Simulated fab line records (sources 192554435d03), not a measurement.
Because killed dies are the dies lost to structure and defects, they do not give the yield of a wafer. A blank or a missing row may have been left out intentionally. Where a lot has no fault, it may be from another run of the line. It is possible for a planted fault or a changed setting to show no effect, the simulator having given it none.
Matching of chambers ; flow n5Finfet ; N5_SDB_DESCUM_16 on rieDiel-04: 4 sister chambers
The step chemistry O2, time 7.9 s. 14 wafers are shown with their chamber, then 7 later ones without.

WAFERS WITH THEIR CHAMBER
wafer;chamber;drypumpMotorCurrentA (A);oesProductAu (a.u.);showerheadPlenumPTorr (Torr)
L087.1;2;6.0;0.70;2.15
L087.4;3;6.7;0.88;2.22
L087.6;2;6.0;0.70;2.15
L088.2;2;6.0;0.70;2.15
L088.3;1;5.7;0.81;2.03
L088.6;1;5.7;0.81;2.03
L089.1;1;5.7;0.81;2.03
L089.3;0;5.8;0.78;2.02
L089.5;0;5.8;0.78;2.02
L091.3;0;5.8;0.77;2.02
L091.4;0;5.8;0.77;2.01
L091.5;1;5.6;0.80;2.02
L093.1;2;6.0;0.70;2.14
L093.4;0;5.8;0.77;2.01

SIGNATURES (averages over the wafers above)
reading;chamber 0;chamber 1;chamber 2;chamber 3;scatter within a chamber
drypumpMotorCurrentA;5.800;5.675;6.000;6.700;0.0274
oesProductAu;0.7740;0.8075;0.7000;0.8800;0.00442
showerheadPlenumPTorr;2.0160;2.0275;2.1475;2.2200;0.0052
Rule: a wafer lies at a distance from a chamber equal to the root of the sum of squares, over the readings, of (its reading less the chamber's mean, divided by the reading's scatter). If the next closest chamber is less than 2 further off than the closest, the wafer can't be placed; otherwise it belongs to the closest. How the scatter is found: for the shown wafers, subtract from each reading the mean of its chamber, square and add these, divide the total by (wafers less chambers), then take the root.

WAFERS WITHOUT THEIR CHAMBER
wafer;drypumpMotorCurrentA (A);oesProductAu (a.u.);showerheadPlenumPTorr (Torr)
L093.5;5.8;0.77;2.01
L095.2;5.8;0.78;2.01
L095.3;6.7;0.86;2.22
L095.5;5.8;0.77;2.01
L097.3;5.8;0.77;2.01
L097.5;6.0;0.69;2.14
L097.6;5.7;0.78;2.02

THE CHAMBER EACH PASSED THROUGH
wafer;from the rows above;in truth
L093.5;0;0
L095.2;0;0
L095.3;3;3
L095.5;0;0
L097.3;0;0
L097.5;2;2
L097.6;0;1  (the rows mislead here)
Correctly placed: 6 of 7. Can't be placed from these rows: 0. Wrongly placed: 1.
